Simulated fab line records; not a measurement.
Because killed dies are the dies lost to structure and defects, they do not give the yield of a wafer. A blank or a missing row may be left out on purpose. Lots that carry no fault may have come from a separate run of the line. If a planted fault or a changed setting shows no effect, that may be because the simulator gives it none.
fab line records	flow n5-finfet
[record] lots = 7	wafers = 21	last-day = 16
route steps=1938 shown BEOL_M6@1261 BEOL_M7@1263 PASSIVATION@1936
lots that met no fault: from a run of the same line without faults
start-h: hours from the record's opening day to when the first of the lot's shown wafers began	wait-h: time in hours since the lot's previous step	" the same as in the row above	L1.1+2: several wafers, shown together as one row	- no value, or no start given	* or withheld: withheld	< > ~ a bound
route shown NAME@n: NAME is a module with steps in the file, n the number in the route of the first one	usual: mean/standard deviation of fault-free wafers	same: alike in all rows	chamber/n: place in a boat	sites: each site's reading	_std_site: their standard deviation	_edge_site: mean of outer sites minus mean of inner sites	radius-mm: for every site, how far away it sits from the centre of the wafer	mask NAME#n: copy n	behind: the last tool/chamber to shape the wafer	hold: why the lot was held/for how many hours/how that ended	device: whichever transistor did not switch (one of n, p or np)	end of line: tests run on the same wafers once the route is complete	a step without rows: its recipe alone	killed: dies lost to structure and defects at the first sort, not the wafer's yield	map: per-die view of a wafer (x killed, . not killed, _ where there is no die)
set.NAME: the setting as run; set.NAME@STEP: as run at that earlier step	model.NAME: the simulator's own value behind a step, which no gauge read
lots at selected steps of the route; one table per step, one row per wafer
services: from which hour (start-h, from the record's first day; less than 0 if before it) a tool's chamber was out of use, for how many hours, and why
[[steps]]
[step N5_BEOL_M6_RS_MEAS_57]
[recipe] thk-meas-gauge = four-point-probe	reads = Cu_of_BEOL_M6_ECD_50+Co_of_BEOL_M6_CVD_78+TaN_of_BEOL_M6_ALD_77
[usual] M6_RS = 0.288/0.008
lot.wafer	tool	chamber	start-h	wait-h	M6_RS[ohm/sq]
L437.2	film-metro-02	-	189.05	0.1	0.284
L437.3	"	-	"	"	0.278
L437.5	"	-	"	"	0.291
L438.1	film-metro-01	-	192.78	0.1	0.298
L438.3	"	-	"	"	0.301
L438.6	"	-	"	"	0.283
L445.1	film-metro-02	-	228.17	0.1	0.288
L445.2	"	-	"	"	0.300
L445.5	"	-	"	"	0.289
L446.1	film-metro-01	-	245.44	0.1	0.304
L446.3	"	-	"	"	0.291
L446.4	"	-	"	"	0.285
L448.1	film-metro-02	-	266.33	0.1	0.296
L448.3	"	-	"	"	0.285
L448.5	"	-	"	"	0.291
L452.2	film-metro-01	-	279.84	0.1	0.287
L452.3	"	-	"	"	0.295
L452.5	"	-	"	"	0.288
L454.3	film-metro-02	-	300.12	0.1	0.298
L454.5	"	-	"	"	0.309
L454.6	"	-	"	"	0.300
[step N5_BEOL_M6_INSPECT_58]
[recipe] inspect-instrument = darkfield	mode = post-dep
[usual] raw-defect-count = 68/25
lot.wafer	tool	chamber	start-h	wait-h	raw-defect-count
L437.2	defect-inspect-01	-	189.08	0.0	48
L437.3	"	-	"	"	40
L437.5	"	-	"	"	70
L438.1	defect-inspect-01	-	192.81	0.0	58
L438.3	"	-	"	"	56
L438.6	"	-	"	"	119
L445.1	defect-inspect-02	-	228.20	0.0	77
L445.2	"	-	"	"	73
L445.5	"	-	"	"	38
L446.1	defect-inspect-01	-	245.47	0.0	52
L446.3	"	-	"	"	91
L446.4	"	-	"	"	64
L448.1	defect-inspect-01	-	266.35	0.0	72
L448.3	"	-	"	"	80
L448.5	"	-	"	"	78
L452.2	defect-inspect-02	-	279.86	0.0	56
L452.3	"	-	"	"	79
L452.5	"	-	"	"	92
L454.3	defect-inspect-01	-	300.15	0.0	39
L454.5	"	-	"	"	43
L454.6	"	-	"	"	50
[step N5_BEOL_M7_ILD_DEP_00]
[recipe] material = SiCOH_lowk	target-thk-a = 1797.5	temp-c = 300	precursor = DEMS/porogen	pressure-torr = 5	rf-w = 500	time-s = 33.4
[usual] heater-power-w = 309/41	showerhead-plenum-p-Torr = 5.734/0.011	throttle-valve-pct = 13.5/0.57
lot.wafer	tool	chamber	start-h	wait-h	heater-power-w	showerhead-plenum-p-Torr	throttle-valve-pct
L437.2	pecvd-03	2	189.11	0.0	282	5.718	12.9
L437.3	"	1	"	"	313	5.745	13.6
L437.5	"	1	"	"	243	5.740	13.6
L438.1	pecvd-03	1	192.84	0.0	258	5.738	13.4
L438.3	"	2	"	"	342	5.734	12.9
L438.6	"	1	"	"	272	5.743	13.3
L445.1	pecvd-02	0	228.24	0.0	339	5.724	13.9
L445.2	"	1	"	"	301	5.733	13.8
L445.5	"	1	"	"	304	5.726	13.7
L446.1	pecvd-02	2	245.51	0.0	290	5.743	12.8
L446.3	"	0	"	"	305	5.746	14.2
L446.4	"	0	"	"	306	5.718	14.0
L448.1	pecvd-03	2	266.39	0.0	302	5.731	12.2
L448.3	"	0	"	"	306	5.724	14.6
L448.5	"	0	"	"	307	5.717	14.5
L452.2	pecvd-04	2	279.90	0.0	317	5.723	12.8
L452.3	"	1	"	"	412	5.746	13.4
L452.5	"	0	"	"	336	5.727	14.1
L454.3	pecvd-02	0	300.19	0.0	288	5.751	14.0
L454.5	"	0	"	"	299	5.733	14.0
L454.6	"	2	"	"	254	5.725	12.9
[step N5_BEOL_M7_CURE_74]
[recipe] temp-c = 385	time-s = 240	ambient = He/Ar	material = SiCOH_lowk
[usual] lamp-power-pct = 52.31/0.053	wafer_temp_C_max = 387.0/0.75
lot.wafer	tool	chamber	start-h	wait-h	lamp-power-pct	wafer_temp_C_max
L437.2	uv-cure-01	0	189.26	0.1	52.33	387.3
L437.3	"	0	"	"	52.30	387.4
L437.5	"	0	"	"	52.29	386.8
L438.1	uv-cure-01	1	192.91	0.0	52.25	385.9
L438.3	"	1	"	"	52.37	385.7
L438.6	"	1	"	"	52.26	385.9
L445.1	uv-cure-03	0	228.30	0.0	52.33	387.7
L445.2	"	0	"	"	52.37	388.0
L445.5	"	0	"	"	52.26	387.5
L446.1	uv-cure-01	0	245.57	0.0	52.32	386.9
L446.3	"	0	"	"	52.30	386.9
L446.4	"	0	"	"	52.31	387.1
L448.1	uv-cure-02	2	266.46	0.0	52.30	386.3
L448.3	"	2	"	"	52.21	386.5
L448.5	"	2	"	"	52.20	386.7
L452.2	uv-cure-01	0	280.53	0.6	52.37	387.6
L452.3	"	0	"	"	52.30	386.5
L452.5	"	0	"	"	52.35	386.2
L454.3	uv-cure-03	1	300.41	0.2	52.33	387.3
L454.5	"	1	"	"	52.33	387.0
L454.6	"	1	"	"	52.27	386.7
[step N5_BEOL_M7_THK_MEAS_01]
[recipe] reads = SiCOH_lowk_of_BEOL_M7_ILD_DEP_00
[usual] M7_ILD_THK = 154.0/1.9
lot.wafer	tool	chamber	start-h	wait-h	M7_ILD_THK[nm]
L437.2	film-metro-02	-	189.69	0.4	154.4
L437.3	"	-	"	"	155.1
L437.5	"	-	"	"	157.1
L438.1	film-metro-02	-	193.42	0.4	154.6
L438.3	"	-	"	"	153.1
L438.6	"	-	"	"	155.4
L445.1	film-metro-02	-	228.81	0.4	152.3
L445.2	"	-	"	"	153.4
L445.5	"	-	"	"	156.1
L446.1	film-metro-01	-	246.08	0.4	150.2
L446.3	"	-	"	"	148.9
L446.4	"	-	"	"	153.8
L448.1	film-metro-01	-	266.97	0.4	153.4
L448.3	"	-	"	"	152.6
L448.5	"	-	"	"	155.9
L452.2	film-metro-01	-	280.96	0.4	153.2
L452.3	"	-	"	"	153.0
L452.5	"	-	"	"	153.3
L454.3	film-metro-01	-	300.76	0.3	154.8
L454.5	"	-	"	"	156.6
L454.6	"	-	"	"	156.0
[step N5_BEOL_M7_PECVD_70]
[recipe] material = SiO2	target-thk-a = 200	temp-c = 400	precursor = TEOS/O2	pressure-torr = 5.5	rf-w = 450	teos-flow-sccm = 53.8	gas = O2	flow-sccm = 3000	time-s = 22.7
[usual] heater-power-w = 721/83	showerhead-plenum-p-Torr = 8.762/0.027	throttle-valve-pct = 21.8/1
lot.wafer	tool	chamber	start-h	wait-h	heater-power-w	showerhead-plenum-p-Torr	throttle-valve-pct
L437.2	pecvd-02	2	189.73	0.0	565	8.785	20.6
L437.3	"	0	"	"	766	8.799	22.6
L437.5	"	1	"	"	657	8.769	22.3
L438.1	pecvd-04	2	193.46	0.0	688	8.766	20.7
L438.3	"	0	"	"	813	8.805	22.6
L438.6	"	0	"	"	797	8.769	22.4
L445.1	pecvd-04	1	228.85	0.0	910	8.788	21.4
L445.2	"	2	"	"	622	8.775	20.9
L445.5	"	0	"	"	694	8.762	22.5
L446.1	pecvd-03	1	246.12	0.0	663	8.786	21.6
L446.3	"	0	"	"	734	8.753	23.4
L446.4	"	0	"	"	722	8.753	23.3
L448.1	pecvd-02	0	267.00	0.0	811	8.771	22.4
L448.3	"	2	"	"	632	8.776	21.0
L448.5	"	1	"	"	588	8.766	22.5
L452.2	pecvd-03	0	281.00	0.0	723	8.738	23.1
L452.3	"	1	"	"	688	8.773	21.7
L452.5	"	0	"	"	732	8.760	23.5
L454.3	pecvd-04	1	300.80	0.0	921	8.801	21.7
L454.5	"	1	"	"	909	8.795	21.4
L454.6	"	2	"	"	687	8.759	20.7
[step N5_BEOL_M7_HM_DEP_02]
[recipe] material = TiN	target-thk-a = 200	temp-c = 25	chamber-pressure-pa = 0.49996
[usual] throttle-valve-pct = 29.5/1.2
lot.wafer	tool	chamber	start-h	wait-h	throttle-valve-pct
L437.2	pvd-sputter-03	-	190.55	0.8	28.0
L437.3	"	-	"	"	29.4
L437.5	"	-	"	"	28.1
L438.1	pvd-sputter-01	-	193.68	0.2	31.6
L438.3	"	-	"	"	28.3
L438.6	"	-	"	"	28.4
L445.1	pvd-sputter-03	-	230.47	1.6	30.7
L445.2	"	-	"	"	27.6
L445.5	"	-	"	"	28.8
L446.1	pvd-sputter-03	-	247.88	1.7	28.9
L446.3	"	-	"	"	30.7
L446.4	"	-	"	"	28.2
L448.1	pvd-sputter-02	-	270.09	3.1	30.1
L448.3	"	-	"	"	29.6
L448.5	"	-	"	"	29.7
L452.2	pvd-sputter-01	-	281.89	0.9	29.4
L452.3	"	-	"	"	28.4
L452.5	"	-	"	"	31.4
L454.3	pvd-sputter-01	-	302.55	1.7	29.1
L454.5	"	-	"	"	31.4
L454.6	"	-	"	"	28.9
[step N5_BEOL_M7_COAT_59]
[recipe] resist = SOC	temp-c = 250	time-s = 60	spin-rpm = 1500	resist-thk-nm = 100
[step N5_BEOL_M7_COAT_60]
[recipe] resist = SiARC	temp-c = 220	time-s = 60	spin-rpm = 1500	resist-thk-nm = 35
[step N5_BEOL_M7_COAT_05]
[recipe] resist = CAR-ArF	spin-rpm = 1500	resist-thk-nm = 90
[step N5_BEOL_M7_EBR_07]
[recipe] solvent = PGMEA	ebr-width-mm = 1.5
[step N5_BEOL_M7_SOFTBAKE_06]
[recipe] temp-c = 110	time-s = 60	resist = CAR-ArF
[step N5_BEOL_M7_EXPOSE_08]
[recipe] mask-id = M7	na = 1.35	source-shape = dipole	sigma-inner = 0.817	sigma-outer = 0.97	polarization = te	dose-mj = 68.25
lot.wafer	tool	chamber	start-h	wait-h	mask	model.BEOL_M7.overlay-x-nm
L437.2+3+5	arfi-scanner-03	0	190.80	-	M7#0	-0.2
L438.1+3+6	arfi-scanner-03	0	193.92	-	M7#0	-0.2
L445.1+2+5	arfi-scanner-03	0	230.84	-	M7#0	16.8
L446.1+3+4	arfi-scanner-03	0	248.12	-	M7#0	15.6
L448.1+3+5	arfi-scanner-03	0	270.45	-	M7#0	16.2
L452.2+3+5	arfi-scanner-02	0	282.27	-	M7#0	0.4
L454.3+5+6	arfi-scanner-02	0	302.93	-	M7#0	0.4
[step N5_BEOL_M7_PEB_09]
[recipe] peb-temp-c = withheld	peb-time-s = 60	resist = CAR-ArF
[step N5_BEOL_M7_DEVELOP_10]
[recipe] develop-time-s = 30	developer = TMAH	resist = CAR-ArF	rinse-liquid = diw	dry = air-spin	dev-temp-c = 23
[step N5_BEOL_M7_CD_MEAS_11]
[recipe] target-cd-nm = 38.5	landing-energy-ev = 500	detector = se-inlens	polarity = opening
[usual] cd-nm = 38.4/0.64
lot.wafer	tool	chamber	start-h	wait-h	cd-nm
L437.2	cd-sem-01	0	190.92	-	39.1
L437.3	"	0	"	"	39.2
L437.5	"	0	"	"	39.4
L438.1	cd-sem-03	0	194.05	-	37.8
L438.3	"	0	"	"	37.3
L438.6	"	0	"	"	37.6
L445.1	cd-sem-01	0	230.97	-	38.1
L445.2	"	0	"	"	38.0
L445.5	"	0	"	"	38.1
L446.1	cd-sem-01	0	248.25	-	37.6
L446.3	"	0	"	"	37.9
L446.4	"	0	"	"	38.5
L448.1	cd-sem-03	0	270.58	-	38.6
L448.3	"	0	"	"	38.5
L448.5	"	0	"	"	38.6
L452.2	cd-sem-01	0	282.39	-	39.0
L452.3	"	0	"	"	39.0
L452.5	"	0	"	"	38.3
L454.3	cd-sem-02	0	303.05	-	38.1
L454.5	"	0	"	"	38.6
L454.6	"	0	"	"	38.1
[step N5_BEOL_M7_OVL_MEAS_12]
[recipe] points-per-wafer = 44
[usual] M7_OVL = 0.1/0.74
lot.wafer	tool	chamber	start-h	wait-h	M7_OVL[nm]
L437.2	overlay-01	0	190.95	0.0	0.8
L437.3	"	0	"	"	-0.7
L437.5	"	0	"	"	0.3
L438.1	overlay-02	0	194.08	0.0	-0.6
L438.3	"	0	"	"	-0.3
L438.6	"	0	"	"	0.2
L445.1	overlay-01	0	231.00	0.0	17.4
L445.2	"	0	"	"	17.2
L445.5	"	0	"	"	16.9
L446.1	overlay-02	0	248.28	0.0	15.6
L446.3	"	0	"	"	15.2
L446.4	"	0	"	"	15.6
L448.1	overlay-01	0	270.61	0.0	16.1
L448.3	"	0	"	"	17.1
L448.5	"	0	"	"	16.5
L452.2	overlay-02	0	282.42	0.0	0.7
L452.3	"	0	"	"	0.7
L452.5	"	0	"	"	0.4
L454.3	overlay-01	0	303.08	0.0	1.0
L454.5	"	0	"	"	0.2
L454.6	"	0	"	"	0.3
[step N5_BEOL_M7_INSPECT_13]
[recipe] mode = adi	inspect-instrument = brightfield
[usual] raw-defect-count = 393/88
lot.wafer	tool	chamber	start-h	wait-h	raw-defect-count
L437.2	defect-inspect-01	-	190.97	0.0	346
L437.3	"	-	"	"	318
L437.5	"	-	"	"	273
L438.1	defect-inspect-01	-	194.10	0.0	349
L438.3	"	-	"	"	521
L438.6	"	-	"	"	584
L445.1	defect-inspect-01	-	231.02	0.0	482
L445.2	"	-	"	"	338
L445.5	"	-	"	"	347
L446.1	defect-inspect-02	-	248.30	0.0	419
L446.3	"	-	"	"	375
L446.4	"	-	"	"	483
L448.1	defect-inspect-02	-	270.64	0.0	432
L448.3	"	-	"	"	417
L448.5	"	-	"	"	416
L452.2	defect-inspect-02	-	282.44	0.0	343
L452.3	"	-	"	"	410
L452.5	"	-	"	"	432
L454.3	defect-inspect-01	-	303.10	0.0	398
L454.5	"	-	"	"	262
L454.6	"	-	"	"	293
[step N5_PASSIVATION_PROBE_49]
[usual] defect-limited-yield = 91.0/1.3	killed_at_M0_to_M3 = 33/10	killed_at_M4_up = 14/5.6	killed-at-contacts = 12/5.8	killed-at-front-end = 43/11	killed-at-other = 4.1/2.8	killed-dies = 106/15	killed-open = 70/12	killed-short = 34/7.5	sort_bin_4_leakage = 0.00/0.0099	sort_bin_5_function = 5.3/0.88	sort_bin_6_memory = 3.3/0.64	sort-n-pass = 1074/15	sort-yield-pct = 91.0/1.3
[same] gross-dies = 1180	killed-at-back-side = 0	sort_bin_8_speed[%] = 0
lot.wafer	tool	chamber	start-h	wait-h	defect-limited-yield[%]	killed_at_M0_to_M3	killed_at_M4_up	killed-at-contacts	killed-at-front-end	killed-at-other	killed-dies	killed-open	killed-short	sort_bin_4_leakage[%]	sort_bin_5_function[%]	sort_bin_6_memory[%]	sort-n-pass	sort-yield-pct[%]
L446.1	prober-02	-	338.36	0.0	89.3	61	16	6	41	2	126	87	39	0	6.9	3.3	1054	89.3
L446.3	prober-02	-	338.46	0.1	89.6	52	9	4	51	7	123	86	37	0	6.7	3.5	1057	89.6
L446.4	prober-02	-	338.51	0.2	90.8	47	9	7	43	2	108	70	38	0	6.0	3.0	1072	90.8
// killed by level:class
L446.1 BEOL_M2:geometric-particle:open=20 BEOL_M0_SAQP:geometric-particle:short=15 BEOL_M0_SAQP:geometric-particle:open=12 FIN_SAQP:geometric-particle:open=9 FIN_SAQP:geometric-particle:short=8 GATE_CUT:geometric-particle:open=7 BEOL_M4:geometric-particle:open=7 STI_FIN_REVEAL:geometric-particle:open=5
L446.3 BEOL_M0_SAQP:geometric-particle:open=14 FIN_SAQP:geometric-particle:open=13 DUMMY_GATE:geometric-particle:open=12 BEOL_M3:geometric-particle:open=11 DUMMY_GATE:geometric-particle:short=8 BEOL_M2:geometric-particle:open=8 BEOL_M0_SAQP:geometric-particle:short=7 BEOL_M3:geometric-particle:short=5
L446.4 BEOL_M2:geometric-particle:open=11 FIN_SAQP:geometric-particle:short=10 BEOL_M0_SAQP:geometric-particle:open=10 FIN_SAQP:geometric-particle:open=9 BEOL_M0_SAQP:geometric-particle:short=9 MOL_CONTACT_COAG:geometric-particle:open=6 DUMMY_GATE:geometric-particle:open=5 STARTING-WAFER:geometric-particle:open=5
[[services]]
tool	chamber	start-h	hours	kind
uv-cure-02	-	165.65	2.1	pm
pecvd-04	-	166.65	1.6	repair
uv-cure-03	-	167.15	9.2	pm
arfi-scanner-03	-	175.97	1.3	pm
arfi-scanner-02	-	179.13	4.9	pm
uv-cure-01	-	185.57	2.5	repair
arfi-scanner-02	-	191.03	1.3	pm
arfi-scanner-03	0	193.21	-	calibration
arfi-scanner-02	-	198.24	2.8	repair
pecvd-03	2	202.38	-	clean
pecvd-03	2	202.38	-	consumable-replace:showerhead
arfi-scanner-02	-	218.83	0.8	pm
pecvd-03	0	230.99	13.4	repair
arfi-scanner-02	-	244.01	1.5	pm
arfi-scanner-03	-	246.01	0.8	pm
arfi-scanner-02	-	250.29	1.0	pm
arfi-scanner-03	-	253.68	1.0	pm
uv-cure-02	-	267.70	6.0	pm
uv-cure-03	-	272.78	7.5	pm
uv-cure-03	-	284.29	0.6	repair
uv-cure-01	-	284.76	2.1	pm
pecvd-04	-	285.39	1.9	repair
arfi-scanner-03	-	301.47	1.3	pm
pvd-sputter-02	-	302.85	7.1	repair
[[key]]
[first-sign] step = N5_BEOL_M7_OVL_MEAS_12	reading = M7_OVL	direction = up	sigmas = 22	usual = 0.1	struck = 16.4
effect none on later readings
[model-effect] step = N5_BEOL_M7_EXPOSE_08	value = BEOL_M7.overlay-x-nm	without = -0.2667	struck = 16.2
met-at N5_BEOL_M7_EXPOSE_08
struck-wafers L445.1,L445.2,L445.5,L446.1,L446.3,L446.4,L448.1,L448.3,L448.5
rows-end L445.1,L445.2,L445.5,L448.1,L448.3,L448.5
onset-between 193.92 230.84
[fault] kind = scanner-matching-overlay	tool = arfi-scanner-03	chamber = -	onset-h = 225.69	steps = N5_BEOL_M7_EXPOSE_08	offset = 16.448
// rows-end: these wafers met a further fault down the route, and their rows from its step on are left out
